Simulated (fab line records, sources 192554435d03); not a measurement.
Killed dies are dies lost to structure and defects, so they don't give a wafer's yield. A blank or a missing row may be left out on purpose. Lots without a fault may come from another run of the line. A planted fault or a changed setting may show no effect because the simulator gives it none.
fab line records | flow n5_finfet
record lots=22 wafers=66 last_day=20
route steps=1938 shown MOL_CONTACT_COAG@588 BEOL_M0_SAQP@691
lots that met no fault: from a run of the same line without faults
start_h: hours from the record's first day to the start of the lot's first wafer shown | wait_h: hours since the lot's step before | " the same as in the row above | L1.1+2: a row that stands for several wafers | - no value, or no start given | * or withheld: withheld | < > ~ a bound
route shown NAME@n: a module of which the file shows steps, and the number in the route of the first | usual: mean/standard deviation of fault-free wafers | same: alike in all rows | chamber/n: place in a boat | sites: the reading at each site | _std_site: their standard deviation | _edge_site: outer sites' mean less inner sites' | radius_mm: how far each site lies from the wafer's centre | mask NAME#n: copy n | behind: the tool/chamber that last shaped the wafer | hold: why the lot was held/for how many hours/how that ended | device: the transistor (n, p or np) that didn't switch | end of line: the same wafers' tests at the end of the route | a step without rows: its recipe alone | killed: dies lost to structure and defects at the first sort, not the wafer's yield | map: a wafer's dies, x killed, . not, _ none there
set.NAME: the setting as run; set.NAME@STEP: as run at that earlier step | model.NAME: the simulator's own value behind a step, which no gauge read
steps of the route over a sample of lots; a table a step, a row a wafer
services: from which hour (start_h, from the record's first day; less than 0 if before it) a tool's chamber was out of use, for how many hours, and why
## steps
# step N5_MOL_CONTACT_COAG_ETCH_47
# recipe chemistry=CH3F/O2 target=SiNx target_depth_a=270 mask_material=SiO2 stop_on=W over_etch_frac=0.2 ion_energy_ev=120 endpoint=OES-CN pressure_mtorr=30 source_w=395 bias_w=73 Ar_flow_sccm=150 CH3F_flow_sccm=30 O2_flow_sccm=20 ends=end_point
# usual drypump_motor_current_A=5.8/0.48 etch_rf_on_time_s=31.2/0.44 oes_product_au=0.70/0.078 rf_vpp_V=298/3 showerhead_plenum_p_Torr=2.01/0.043 throttle_valve_pct=16.44/0.19
# columns lot.wafer tool chamber start_h wait_h drypump_motor_current_A etch_rf_on_time_s oes_product_au rf_hours_counter_h rf_vpp_V showerhead_plenum_p_Torr throttle_valve_pct
L074.1 rie_diel-01 2 103.49 0.0 5.0 31.0 0.64 216 304 2.06 16.34
L074.3 " 3 " " 5.2 30.7 0.72 98 292 2.01 16.57
L074.5 " 0 " " 6.5 30.9 0.81 - 301 1.97 16.20
L075.2 rie_diel-04 2 109.48 0.0 5.6 32.1 0.65 155 296 2.01 16.62
L075.3 " 0 " " 6.2 31.8 0.61 231 302 2.06 16.52
L075.6 " 2 " " 5.5 31.9 0.65 - 296 2.01 16.61
L076.1 rie_diel-05 1 110.35 0.0 6.6 31.0 0.71 121 294 2.01 16.18
L076.2 " 0 " " 5.7 31.3 0.75 52 300 2.12 16.39
L076.4 " 2 " " 6.0 31.5 0.66 180 298 2.07 16.61
L077.2 rie_diel-04 1 116.13 0.0 6.2 31.3 0.61 234 296 1.97 16.54
L077.5 " 1 " " 6.2 31.7 0.61 - 297 1.97 16.54
L077.6 " 0 " " 6.2 31.7 0.61 - 299 2.06 16.51
L078.1 rie_diel-05 3 123.10 0.0 5.9 30.7 0.75 75 296 1.94 16.48
L078.4 " 2 " " 6.0 31.3 0.66 185 298 2.07 16.64
L078.6 " 1 " " 6.6 30.9 0.71 - 294 2.01 16.19
L080.1 rie_diel-01 1 136.63 0.0 5.7 30.6 0.69 152 295 2.00 16.49
L080.3 " 0 " " 6.5 30.8 0.80 36 299 1.96 16.23
L080.5 " 2 " " 5.0 31.0 0.63 - 304 2.06 16.36
L081.2 rie_diel-04 3 141.46 0.0 5.5 30.7 0.86 5 298 2.05 16.16
L081.5 " 2 " " 5.6 31.4 0.65 - 295 2.00 16.65
L081.6 " 3 " " 5.5 30.7 0.86 - 298 2.05 16.15
L082.2 rie_diel-04 3 146.08 0.0 5.5 30.7 0.86 7 300 2.05 16.17
L082.3 " 2 " " 5.6 31.7 0.64 170 295 2.00 16.65
L082.5 " 0 " " 6.2 32.0 0.61 - 301 2.05 16.53
L083.3 rie_diel-04 3 154.13 0.0 5.5 30.8 0.85 10 299 2.05 16.17
L083.4 " 2 " " 5.5 31.8 0.64 174 296 2.00 16.64
L083.5 " 2 " " 5.6 31.9 0.64 - 297 2.00 16.65
L084.2 rie_diel-04 1 157.69 0.0 6.2 31.4 0.60 251 298 1.97 16.59
L084.4 " 0 " " 6.2 31.6 0.60 - 302 2.05 16.53
L084.5 " 3 " " 5.5 30.4 0.85 - 299 2.05 16.18
L085.2 rie_diel-01 0 164.26 0.0 6.5 30.9 0.79 47 299 1.96 16.25
L085.3 " 3 " " 5.2 30.7 0.70 121 293 2.01 16.59
L085.4 " 1 " " 5.6 30.9 0.68 164 299 2.00 16.54
L086.2 rie_diel-05 2 173.71 0.0 6.0 31.1 0.66 192 297 2.07 16.63
L086.3 " 0 " " 5.7 31.1 0.74 70 299 2.12 16.41
L086.4 " 1 " " 6.6 31.1 0.70 139 293 2.01 16.24
L088.1 rie_diel-01 1 182.23 0.0 5.6 31.0 0.68 169 297 2.00 16.54
L088.2 " 2 " " 5.0 31.3 0.62 244 304 2.06 16.40
L088.4 " 0 " " 6.5 31.0 0.76 53 299 1.96 16.26
L089.2 rie_diel-01 0 189.85 0.0 6.5 31.0 0.76 55 299 1.96 16.27
L089.3 " 3 " " 5.2 30.7 0.69 130 294 2.00 16.63
L089.5 " 3 " " 5.2 30.8 0.69 - 293 2.00 16.62
L090.2 rie_diel-04 2 196.66 0.0 5.6 31.4 0.64 189 296 1.99 16.68
L090.3 " 0 " " 6.2 30.5 0.85 4 300 2.05 16.08
L090.6 " 2 " " 5.6 31.3 0.63 - 297 1.99 16.69
L091.1 rie_diel-01 0 217.83 0.0 6.5 31.3 0.75 66 300 1.95 16.29
L091.3 " 1 " " 5.6 31.0 0.66 183 295 1.99 16.56
L091.6 " 3 " " 5.2 31.3 0.67 - 293 2.00 16.66
L092.1 rie_diel-01 3 218.27 0.0 5.2 31.3 0.67 141 293 2.00 16.65
L092.2 " 1 " " 5.7 31.2 0.66 183 297 1.99 16.58
L092.6 " 1 " " 5.6 31.0 0.67 - 295 1.99 16.56
L093.3 rie_diel-01 0 223.16 0.0 6.5 31.2 0.75 68 300 1.95 16.28
L093.4 " 1 " " 5.6 30.9 0.67 - 296 1.99 16.57
L093.5 " 3 " " 5.2 31.2 0.67 - 293 2.00 16.66
L094.1 rie_diel-01 2 229.94 0.0 4.9 30.8 0.88 1 305 2.05 15.94
L094.2 " 3 " " 5.2 30.9 0.67 146 294 2.00 16.65
L094.3 " 1 " " 5.6 31.0 0.66 188 296 1.99 16.55
L095.4 rie_diel-05 3 233.34 0.0 5.9 31.0 0.71 109 295 1.93 16.56
L095.5 " 1 " " 6.6 30.8 0.68 - 294 2.00 16.24
L095.6 " 2 " " 6.1 31.3 0.64 - 298 2.06 16.69
L096.2 rie_diel-04 2 240.81 0.0 5.5 32.4 0.61 204 297 1.99 16.71
L096.3 " 3 " " 5.6 30.6 0.79 41 300 2.04 16.23
L096.6 " 3 " " 5.5 30.8 0.79 - 297 2.04 16.23
L097.1 rie_diel-04 0 241.42 0.0 6.2 31.3 0.81 14 301 2.05 16.11
L097.2 " 2 " " 5.5 31.9 0.62 204 297 1.99 16.70
L097.5 " 1 " " 6.2 30.7 0.84 - 298 1.96 16.10
# step N5_MOL_CONTACT_COAG_ETCH_66
# recipe chemistry=CF4 target=SiARC target_depth_a=130 mask_material=CAR-EUV time_s=21.7 ion_energy_ev=80 pressure_mtorr=40 source_w=545 bias_w=36 Ar_flow_sccm=100 cf4_flow_sccm=100 ends=cleared
# usual drypump_motor_current_A=5.9/0.47 etch_rf_on_time_s=21.75/0.28 oes_product_au=0.67/0.065 rf_vpp_V=184.2/0.94 showerhead_plenum_p_Torr=2.16/0.055 throttle_valve_pct=15.70/0.17
# columns lot.wafer tool chamber start_h wait_h drypump_motor_current_A etch_rf_on_time_s oes_product_au rf_hours_counter_h rf_vpp_V showerhead_plenum_p_Torr throttle_valve_pct
L074.1 rie_diel-01 0 104.21 0.0 6.4 21.61 0.78 24 183.3 2.10 15.42
L074.3 " 1 " " 5.6 21.50 0.68 140 185.5 2.15 15.73
L074.5 " 1 " " 5.6 21.35 0.68 - 184.2 2.15 15.75
L075.2 rie_diel-04 0 110.33 0.0 6.2 22.11 0.59 231 185.0 2.20 15.79
L075.3 " 2 " " 5.5 22.08 0.62 156 183.7 2.14 15.87
L075.6 " 0 " " 6.2 22.29 0.58 - 184.2 2.20 15.76
L076.1 rie_diel-01 0 111.08 0.0 6.5 21.87 0.77 27 183.3 2.10 15.44
L076.2 " 2 " " 4.9 21.75 0.61 218 184.9 2.20 15.61
L076.4 " 1 " " 5.7 21.55 0.67 143 184.4 2.15 15.75
L077.2 rie_diel-01 1 116.86 0.0 5.6 21.53 0.67 145 185.0 2.15 15.76
L077.5 " 3 " " 5.2 21.34 0.68 - 185.3 2.15 15.83
L077.6 " 0 " " 6.5 21.68 0.77 - 182.9 2.10 15.43
L078.1 rie_diel-05 1 123.84 0.0 6.6 21.57 0.67 127 185.8 2.15 15.44
L078.4 " 2 " " 6.1 21.56 0.63 185 185.0 2.21 15.90
L078.6 " 3 " " 6.0 21.61 0.71 - 183.9 2.08 15.73
L080.1 rie_diel-04 3 137.48 0.0 5.5 21.76 0.83 3 184.0 2.20 15.44
L080.3 " 2 " " 5.5 22.22 0.61 166 182.7 2.14 15.88
L080.5 " 0 " " 6.2 22.37 0.58 - 184.6 2.20 15.79
L081.2 rie_diel-04 3 142.79 0.0 5.5 21.11 0.84 5 185.6 2.20 15.42
L081.5 " 2 " " 5.5 21.76 0.61 - 184.8 2.14 15.91
L081.6 " 1 " " 6.2 21.54 0.58 - 183.7 2.11 15.82
L082.2 rie_diel-01 0 147.42 0.0 6.5 21.88 0.74 42 184.6 2.10 15.46
L082.3 " 3 " " 5.2 21.19 0.68 115 184.4 2.15 15.82
L082.5 " 0 " " 6.5 21.78 0.74 - 184.4 2.10 15.46
L083.3 rie_diel-05 0 155.06 0.0 5.7 22.27 0.70 64 184.7 2.26 15.65
L083.4 " 0 " " 5.7 22.11 0.71 - 185.5 2.26 15.64
L083.5 " 1 " " 6.6 21.75 0.67 - 185.2 2.15 15.47
L084.2 rie_diel-04 0 158.46 0.0 6.2 22.08 0.57 250 184.6 2.19 15.81
L084.4 " 3 " " 5.5 21.23 0.81 - 184.1 2.20 15.45
L084.5 " 1 " " 6.2 21.82 0.58 - 184.1 2.10 15.84
L085.2 rie_diel-05 0 164.98 0.0 5.7 22.18 0.71 67 183.6 2.26 15.67
L085.3 " 2 " " 6.1 21.87 0.63 189 184.9 2.21 15.91
L085.4 " 1 " " 6.6 21.88 0.66 136 185.8 2.15 15.47
L086.2 rie_diel-04 1 174.84 0.0 6.2 22.00 0.57 257 183.3 2.10 15.87
L086.3 " 3 " " 5.5 21.46 0.79 17 185.3 2.20 15.48
L086.4 " 3 " " 5.5 21.26 0.80 - 184.0 2.20 15.46
L088.1 rie_diel-05 1 183.18 0.0 6.6 21.67 0.66 139 183.6 2.15 15.47
L088.2 " 0 " " 5.7 22.02 0.70 74 185.0 2.26 15.68
L088.4 " 2 " " 6.0 21.73 0.62 196 184.2 2.20 15.91
L089.2 rie_diel-05 0 199.29 0.0 5.7 21.94 0.69 79 184.9 2.25 15.66
L089.3 " 2 " " 6.0 21.89 0.61 201 185.9 2.20 15.92
L089.5 " 2 " " 6.0 21.81 0.61 - 184.4 2.20 15.94
L090.2 rie_diel-01 1 200.43 0.0 5.6 21.41 0.65 175 185.3 2.14 15.80
L090.3 " 2 " " 5.0 21.88 0.59 250 183.3 2.19 15.67
L090.6 " 2 " " 5.0 21.75 0.59 - 184.4 2.19 15.66
L091.1 rie_diel-04 2 218.56 0.0 5.5 22.35 0.59 197 184.4 2.13 15.94
L091.3 " 3 " " 5.5 21.75 0.76 34 185.0 2.19 15.49
L091.6 " 3 " " 5.5 21.51 0.76 - 183.5 2.19 15.48
L092.1 rie_diel-05 3 219.41 0.0 6.0 21.74 0.68 104 184.2 2.07 15.79
L092.2 " 1 " " 6.6 21.65 0.65 150 184.3 2.14 15.51
L092.6 " 1 " " 6.6 21.61 0.66 - 185.2 2.14 15.49
L093.3 rie_diel-01 0 223.89 0.0 6.5 21.83 0.72 68 182.1 2.09 15.52
L093.4 " 0 " " 6.5 22.07 0.71 - 183.5 2.09 15.53
L093.5 " 3 " " 5.2 21.72 0.65 - 183.8 2.14 15.88
L094.1 rie_diel-05 3 230.79 0.0 6.0 21.62 0.69 108 183.2 2.07 15.80
L094.2 " 1 " " 6.6 21.69 0.65 155 182.9 2.14 15.50
L094.3 " 2 " " 6.0 21.56 0.62 212 184.4 2.20 15.96
L095.4 rie_diel-04 1 234.19 0.0 6.2 21.51 0.80 7 183.2 2.10 15.34
L095.5 " 3 " " 5.5 21.46 0.75 - 184.9 2.19 15.48
L095.6 " 0 " " 6.2 21.79 0.77 - 185.2 2.19 15.35
L096.2 rie_diel-05 2 241.99 0.0 6.0 21.73 0.61 215 186.2 2.20 15.96
L096.3 " 0 " " 5.7 21.95 0.68 94 184.7 2.25 15.71
L096.6 " 2 " " 6.0 21.65 0.61 - 185.9 2.20 15.94
L097.1 rie_diel-05 1 243.12 0.0 6.6 21.83 0.65 158 183.4 2.14 15.50
L097.2 " 2 " " 6.0 21.77 0.61 215 185.6 2.20 15.96
L097.5 " 3 " " 6.0 21.53 0.67 - 182.1 2.07 15.80
# step N5_MOL_CONTACT_COAG_ETCHBACK_136
# recipe chemistry=CHF3 target=SiO2 target_depth_a=250 time_s=16.7 ion_energy_ev=200 pressure_mtorr=30 source_w=610 bias_w=170 Ar_flow_sccm=200 CHF3_flow_sccm=50
# usual drypump_motor_current_A=5.8/0.47 oes_product_au=0.79/0.091 rf_vpp_V=525/5.4 showerhead_plenum_p_Torr=2.40/0.048 throttle_valve_pct=18.81/0.19
# columns lot.wafer tool chamber start_h wait_h drypump_motor_current_A oes_product_au rf_hours_counter_h rf_vpp_V showerhead_plenum_p_Torr throttle_valve_pct
L074.1 rie_diel-04 1 104.64 0.0 6.2 0.69 229 526 2.35 18.91
L074.3 " 0 " " 6.2 0.69 228 531 2.45 18.84
L074.5 " 2 " " 5.5 0.72 - 522 2.39 19.00
L075.2 rie_diel-01 2 110.71 0.0 5.0 0.71 218 535 2.45 18.66
L075.3 " 0 " " 6.5 0.91 27 530 2.34 18.64
L075.6 " 0 " " 6.5 0.90 - 529 2.34 18.62
L076.1 rie_diel-05 1 111.53 0.0 6.6 0.80 122 519 2.39 18.55
L076.2 " 0 " " 5.7 0.84 53 528 2.52 18.79
L076.4 " 2 " " 6.0 0.74 180 525 2.46 18.99
L077.2 rie_diel-04 0 117.43 0.0 6.2 0.68 233 531 2.44 18.85
L077.5 " 1 " " 6.2 0.68 - 526 2.35 18.93
L077.6 " 2 " " 5.5 0.72 - 521 2.39 19.01
L078.1 rie_diel-05 0 124.22 0.0 5.7 0.84 58 529 2.52 18.80
L078.4 " 3 " " 5.9 0.83 76 521 2.32 18.88
L078.6 " 0 " " 5.7 0.83 - 528 2.52 18.82
L080.1 rie_diel-01 0 137.86 0.0 6.5 0.88 37 530 2.34 18.65
L080.3 " 3 " " 5.2 0.79 111 517 2.39 18.97
L080.5 " 2 " " 5.0 0.70 - 536 2.45 18.70
L081.2 rie_diel-01 3 143.19 0.0 5.2 0.78 113 516 2.39 18.99
L081.5 " 3 " " 5.2 0.78 - 516 2.39 18.99
L081.6 " 0 " " 6.5 0.89 - 529 2.34 18.63
L082.2 rie_diel-04 1 147.80 0.0 6.2 0.67 247 526 2.34 18.93
L082.3 " 0 " " 6.2 0.67 246 531 2.44 18.89
L082.5 " 2 " " 5.6 0.72 - 522 2.38 19.05
L083.3 rie_diel-01 3 156.06 0.0 5.2 0.78 119 515 2.39 18.98
L083.4 " 1 " " 5.7 0.77 162 520 2.38 18.89
L083.5 " 0 " " 6.5 0.87 - 528 2.34 18.67
L084.2 rie_diel-04 1 158.96 0.0 6.2 0.68 252 526 2.34 18.94
L084.4 " 1 " " 6.2 0.67 - 526 2.34 18.94
L084.5 " 0 " " 6.2 0.68 - 532 2.44 18.87
L085.2 rie_diel-04 3 165.72 0.0 5.5 0.93 15 529 2.44 18.60
L085.3 " 1 " " 6.2 0.66 254 527 2.34 18.95
L085.4 " 1 " " 6.2 0.67 - 526 2.34 18.95
L086.2 rie_diel-01 3 175.22 0.0 5.2 0.77 124 517 2.39 19.00
L086.3 " 1 " " 5.6 0.77 166 521 2.38 18.90
L086.4 " 2 " " 4.9 0.69 242 537 2.44 18.71
L088.1 rie_diel-04 3 183.76 0.0 5.5 0.93 21 527 2.44 18.61
L088.2 " 2 " " 5.5 0.70 183 521 2.38 19.06
L088.4 " 2 " " 5.6 0.70 - 521 2.38 19.06
L089.2 rie_diel-04 3 199.69 0.0 5.5 0.92 28 527 2.43 18.60
L089.3 " 0 " " 6.2 0.94 5 532 2.44 18.48
L089.5 " 0 " " 6.2 0.94 - 531 2.43 18.45
L090.2 rie_diel-04 0 201.64 0.0 6.2 0.92 6 530 2.43 18.49
L090.3 " 2 " " 5.6 0.70 191 522 2.37 19.06
L090.6 " 3 " " 5.5 0.91 - 528 2.43 18.62
L091.1 rie_diel-05 1 218.97 0.0 6.6 0.77 150 520 2.38 18.59
L091.3 " 3 " " 6.0 0.80 104 519 2.31 18.95
L091.6 " 1 " " 6.6 0.77 - 520 2.38 18.61
L092.1 rie_diel-01 3 219.84 0.0 5.2 0.75 142 515 2.38 19.03
L092.2 " 1 " " 5.6 0.74 184 520 2.37 18.91
L092.6 " 1 " " 5.6 0.75 - 521 2.37 18.93
L093.3 rie_diel-01 0 224.27 0.0 6.5 0.83 68 528 2.33 18.70
L093.4 " 1 " " 5.7 0.74 - 520 2.37 18.93
L093.5 " 3 " " 5.2 0.75 - 515 2.38 19.03
L094.1 rie_diel-04 2 231.19 0.0 5.5 0.69 201 522 2.37 19.06
L094.2 " 1 " " 6.2 0.95 7 528 2.34 18.52
L094.3 " 3 " " 5.5 0.89 38 527 2.43 18.63
L095.4 rie_diel-04 0 234.97 0.0 6.2 0.91 12 531 2.43 18.49
L095.5 " 0 " " 6.2 0.90 - 531 2.43 18.49
L095.6 " 1 " " 6.3 0.95 - 527 2.34 18.52
L096.2 rie_diel-05 1 242.50 0.0 6.6 0.76 158 519 2.38 18.61
L096.3 " 3 " " 6.0 0.81 111 521 2.30 18.96
L096.6 " 2 " " 6.0 0.72 - 525 2.45 19.03
L097.1 rie_diel-04 1 243.70 0.0 6.2 0.93 12 526 2.34 18.52
L097.2 " 2 " " 5.5 0.68 205 520 2.37 19.09
L097.5 " 3 " " 5.5 0.88 - 526 2.43 18.63
# step N5_MOL_CONTACT_COAG_ETCH_124
# recipe chemistry=CH3F/O2 target=SiNx target_depth_a=65 mask_material=SOC stop_on=SiOC over_etch_frac=0.3 ion_energy_ev=120 pressure_mtorr=30 source_w=395 bias_w=73 Ar_flow_sccm=150 CH3F_flow_sccm=30 O2_flow_sccm=20 ends=end_point
# usual drypump_motor_current_A=5.8/0.47 oes_product_au=0.68/0.073 rf_vpp_V=298/3 showerhead_plenum_p_Torr=2.01/0.043 throttle_valve_pct=16.40/0.2
# columns lot.wafer tool chamber start_h wait_h drypump_motor_current_A oes_product_au rf_hours_counter_h rf_vpp_V showerhead_plenum_p_Torr throttle_valve_pct
L074.1 rie_diel-04 1 104.70 0.0 6.2 0.59 229 299 1.97 16.51
L074.3 " 0 " " 6.2 0.60 228 300 2.06 16.47
L074.5 " 2 " " 5.5 0.62 - 296 2.01 16.59
L075.2 rie_diel-01 2 110.78 0.0 5.0 0.61 218 305 2.06 16.32
L075.3 " 0 " " 6.5 0.77 27 299 1.97 16.18
L075.6 " 0 " " 6.5 0.77 - 299 1.97 16.17
L076.1 rie_diel-05 1 111.59 0.0 6.6 0.67 122 296 2.01 16.16
L076.2 " 0 " " 5.7 0.73 53 300 2.12 16.36
L076.4 " 2 " " 6.0 0.63 180 297 2.07 16.60
L077.2 rie_diel-04 0 117.49 0.0 6.2 0.59 233 301 2.06 16.48
L077.5 " 1 " " 6.2 0.59 - 297 1.97 16.52
L077.6 " 2 " " 5.6 0.63 - 296 2.00 16.59
L078.1 rie_diel-05 0 124.28 0.0 5.7 0.72 58 300 2.12 16.36
L078.4 " 3 " " 6.0 0.70 76 296 1.94 16.45
L078.6 " 0 " " 5.7 0.71 - 301 2.12 16.36
L080.1 rie_diel-01 0 137.92 0.0 6.5 0.75 37 299 1.96 16.20
L080.3 " 3 " " 5.2 0.67 111 293 2.01 16.56
L080.5 " 2 " " 4.9 0.60 - 305 2.06 16.33
L081.2 rie_diel-01 3 143.25 0.0 5.2 0.66 113 294 2.01 16.56
L081.5 " 3 " " 5.2 0.66 - 293 2.01 16.57
L081.6 " 0 " " 6.5 0.75 - 298 1.96 16.19
L082.2 rie_diel-04 1 147.87 0.0 6.2 0.58 247 297 1.97 16.54
L082.3 " 0 " " 6.2 0.59 246 302 2.05 16.53
L082.5 " 2 " " 5.6 0.62 - 297 2.00 16.61
L083.3 rie_diel-01 3 156.13 0.0 5.2 0.67 119 293 2.01 16.58
L083.4 " 1 " " 5.6 0.65 162 295 2.00 16.50
L083.5 " 0 " " 6.5 0.74 - 301 1.96 16.22
L084.2 rie_diel-04 1 159.02 0.0 6.2 0.58 252 298 1.97 16.55
L084.4 " 1 " " 6.2 0.58 - 299 1.96 16.54
L084.5 " 0 " " 6.2 0.58 - 302 2.05 16.51
L085.2 rie_diel-04 3 165.78 0.0 5.5 0.80 15 299 2.05 16.16
L085.3 " 1 " " 6.2 0.58 254 298 1.96 16.54
L085.4 " 1 " " 6.2 0.59 - 299 1.96 16.56
L086.2 rie_diel-01 3 175.28 0.0 5.2 0.66 124 292 2.01 16.59
L086.3 " 1 " " 5.7 0.65 166 294 2.00 16.50
L086.4 " 2 " " 5.0 0.59 242 302 2.06 16.36
L088.1 rie_diel-04 3 183.85 0.0 5.5 0.79 21 298 2.05 16.16
L088.2 " 2 " " 5.5 0.61 184 296 2.00 16.64
L088.4 " 2 " " 5.5 0.61 - 297 2.00 16.64
L089.2 rie_diel-04 3 199.76 0.0 5.5 0.77 28 299 2.05 16.18
L089.3 " 0 " " 6.2 0.79 5 301 2.05 16.06
L089.5 " 0 " " 6.2 0.81 - 301 2.05 16.04
L090.2 rie_diel-04 0 201.70 0.0 6.2 0.80 6 301 2.05 16.06
L090.3 " 2 " " 5.6 0.61 191 296 1.99 16.66
L090.6 " 3 " " 5.5 0.77 - 300 2.05 16.17
L091.1 rie_diel-05 1 219.03 0.0 6.6 0.65 150 293 2.00 16.23
L091.3 " 3 " " 6.0 0.69 104 296 1.93 16.52
L091.6 " 1 " " 6.6 0.66 - 294 2.00 16.22
L092.1 rie_diel-01 3 219.90 0.0 5.2 0.65 142 293 2.00 16.61
L092.2 " 1 " " 5.6 0.64 184 295 1.99 16.54
L092.6 " 1 " " 5.6 0.64 - 296 1.99 16.52
L093.3 rie_diel-01 0 224.34 0.0 6.5 0.72 68 298 1.95 16.26
L093.4 " 1 " " 5.6 0.64 - 296 1.99 16.55
L093.5 " 3 " " 5.2 0.64 - 293 2.00 16.62
L094.1 rie_diel-04 2 231.26 0.0 5.5 0.60 201 298 1.99 16.67
L094.2 " 1 " " 6.2 0.81 7 298 1.96 16.07
L094.3 " 3 " " 5.5 0.76 38 300 2.04 16.19
L095.4 rie_diel-04 0 235.03 0.0 6.2 0.77 12 302 2.05 16.07
L095.5 " 0 " " 6.2 0.78 - 303 2.05 16.07
L095.6 " 1 " " 6.2 0.80 - 298 1.96 16.08
L096.2 rie_diel-05 1 242.56 0.0 6.6 0.65 158 293 2.00 16.22
L096.3 " 3 " " 6.0 0.68 111 296 1.93 16.53
L096.6 " 2 " " 6.0 0.62 - 298 2.06 16.66
L097.1 rie_diel-04 1 243.76 0.0 6.2 0.79 12 298 1.96 16.07
L097.2 " 2 " " 5.6 0.60 205 296 1.99 16.69
L097.5 " 3 " " 5.5 0.75 - 298 2.04 16.20
# step N5_MOL_CONTACT_COAG_THK_MEAS_53
# recipe reads=SiO2_of_MOL_CONTACT_COAG_PECVD_31
# usual VIA_MOL_THK=44.0/0.64
# columns lot.wafer tool chamber start_h wait_h VIA_MOL_THK[nm]
L074.1 film_metro-02 - 106.10 - 44.3
L074.3 " - " " 44.2
L074.5 " - " " 44.9
L075.2 film_metro-01 - 111.85 - 43.0
L075.3 " - " " 43.8
L075.6 " - " " 44.1
L076.1 film_metro-01 - 112.66 - 43.4
L076.2 " - " " 43.4
L076.4 " - " " 44.3
L077.2 film_metro-01 - 118.56 - 43.5
L077.5 " - " " 44.6
L077.6 " - " " 44.2
L078.1 film_metro-02 - 125.76 - 44.0
L078.4 " - " " 44.8
L078.6 " - " " 44.3
L080.1 film_metro-02 - 138.99 - 44.1
L080.3 " - " " 44.1
L080.5 " - " " 45.5
L081.2 film_metro-02 - 144.33 - 43.1
L081.5 " - " " 44.4
L081.6 " - " " 43.7
L082.2 film_metro-02 - 148.95 - 43.7
L082.3 " - " " 44.2
L082.5 " - " " 43.9
L083.3 film_metro-01 - 157.20 - 43.4
L083.4 " - " " 44.3
L083.5 " - " " 44.2
L084.2 film_metro-02 - 160.09 - 43.9
L084.4 " - " " 44.0
L084.5 " - " " 43.8
L085.2 film_metro-01 - 166.86 - 43.1
L085.3 " - " " 43.5
L085.4 " - " " 44.4
L086.2 film_metro-01 - 176.35 - 43.8
L086.3 " - " " 43.7
L086.4 " - " " 44.4
L088.1 film_metro-01 - 185.35 - 42.4
L088.2 " - " " 42.5
L088.4 " - " " 43.8
L089.2 film_metro-01 - 201.40 - 43.2
L089.3 " - " " 43.0
L089.5 " - " " 44.1
L090.2 film_metro-01 - 202.77 - 43.1
L090.3 " - " " 43.2
L090.6 " - " " 43.5
L091.1 film_metro-01 - 220.11 - 43.5
L091.3 " - " " 44.2
L091.6 " - " " 44.4
L092.1 film_metro-01 - 220.97 - 43.6
L092.2 " - " " 43.9
L092.6 " - " " 44.6
L093.3 film_metro-02 - 225.41 - 43.8
L093.4 " - " " 44.2
L093.5 " - " " 45.0
L094.1 film_metro-02 - 232.32 - 45.2
L094.2 " - " " 44.8
L094.3 " - " " 44.9
L095.4 film_metro-01 - 236.10 - 45.1
L095.5 " - " " 45.2
L095.6 " - " " 44.7
L096.2 film_metro-01 - 243.71 - 43.4
L096.3 " - " " 43.6
L096.6 " - " " 44.4
L097.1 film_metro-01 - 244.83 - 42.6
L097.2 " - " " 43.4
L097.5 " - " " 43.9
# step N5_BEOL_M0_SAQP_INSPECT_42
# recipe mode=adi inspect_instrument=brightfield
# usual raw_defect_count=265/58
# columns lot.wafer tool chamber start_h wait_h raw_defect_count
L074.1 defect_inspect-01 - 116.31 0.1 198
L074.3 " - " " 158
L074.5 " - " " 153
L075.2 defect_inspect-01 - 121.56 0.0 333
L075.3 " - " " 340
L075.6 " - " " 305
L076.1 defect_inspect-01 - 124.57 0.1 295
L076.2 " - " " 269
L076.4 " - " " 214
L077.2 defect_inspect-02 - 127.51 0.0 137
L077.5 " - " " 192
L077.6 " - " " 239
L078.1 defect_inspect-01 - 137.49 0.1 302
L078.4 " - " " 256
L078.6 " - " " 197
L080.1 defect_inspect-02 - 149.79 0.1 318
L080.3 " - " " 333
L080.5 " - " " 259
L081.2 defect_inspect-02 - 154.02 0.0 253
L081.5 " - " " 249
L081.6 " - " " 225
L082.2 defect_inspect-02 - 159.10 0.0 163
L082.3 " - " " 256
L082.5 " - " " 214
L083.3 defect_inspect-01 - 165.63 0.0 355
L083.4 " - " " 282
L083.5 " - " " 281
L084.2 defect_inspect-02 - 170.08 0.0 210
L084.4 " - " " 179
L084.5 " - " " 238
L085.2 defect_inspect-01 - 180.15 0.0 202
L085.3 " - " " 310
L085.4 " - " " 259
L086.2 defect_inspect-01 - 186.21 0.0 169
L086.3 " - " " 245
L086.4 " - " " 273
L088.1 defect_inspect-01 - 197.03 0.1 246
L088.2 " - " " 233
L088.4 " - " " 180
L089.2 defect_inspect-02 - 209.89 0.0 258
L089.3 " - " " 304
L089.5 " - " " 277
L090.2 defect_inspect-02 - 216.55 0.0 268
L090.3 " - " " 266
L090.6 " - " " 308
L091.1 defect_inspect-02 - 229.26 0.1 325
L091.3 " - " " 289
L091.6 " - " " 277
L092.1 defect_inspect-01 - 234.19 0.1 328
L092.2 " - " " 270
L092.6 " - " " 221
L093.3 defect_inspect-01 - 238.31 0.0 205
L093.4 " - " " 347
L093.5 " - " " 196
L094.1 defect_inspect-01 - 241.25 0.1 314
L094.2 " - " " 212
L094.3 " - " " 212
L095.4 defect_inspect-02 - 244.30 0.0 210
L095.5 " - " " 285
L095.6 " - " " 371
L096.2 defect_inspect-01 - 252.60 0.0 277
L096.3 " - " " 245
L096.6 " - " " 274
L097.1 defect_inspect-02 - 256.73 0.1 365
L097.2 " - " " 302
L097.5 " - " " 238
## services
# columns tool chamber start_h hours kind
rie_diel-04 3 101.78 - clean
rie_diel-04 3 101.78 - consumable_replace:focus_ring
rie_diel-04 3 101.78 28.4 scheduled_down
rie_diel-04 3 101.78 28.4 vent_cycle
rie_diel-04 - 119.54 2.3 repair
rie_diel-05 - 132.88 14.6 pm
rie_diel-04 0 160.67 - clean
rie_diel-04 0 160.67 - consumable_replace:focus_ring
rie_diel-04 0 160.67 25.2 scheduled_down
rie_diel-04 0 160.67 25.2 vent_cycle
rie_diel-05 1 173.90 8.8 repair
rie_diel-04 1 176.16 8.1 repair
rie_diel-01 0 182.28 1.9 repair
rie_diel-04 1 185.89 - clean
rie_diel-04 1 185.89 - consumable_replace:focus_ring
rie_diel-04 1 185.89 27.9 scheduled_down
rie_diel-04 1 185.89 27.9 vent_cycle
rie_diel-01 2 190.80 1.6 repair
rie_diel-01 2 204.69 - clean
rie_diel-01 2 204.69 - consumable_replace:focus_ring
rie_diel-01 2 204.69 23.2 scheduled_down
rie_diel-01 2 204.69 23.2 vent_cycle
rie_diel-04 0 214.62 7.9 repair
rie_diel-05 - 236.95 2.4 repair
## key
fault none
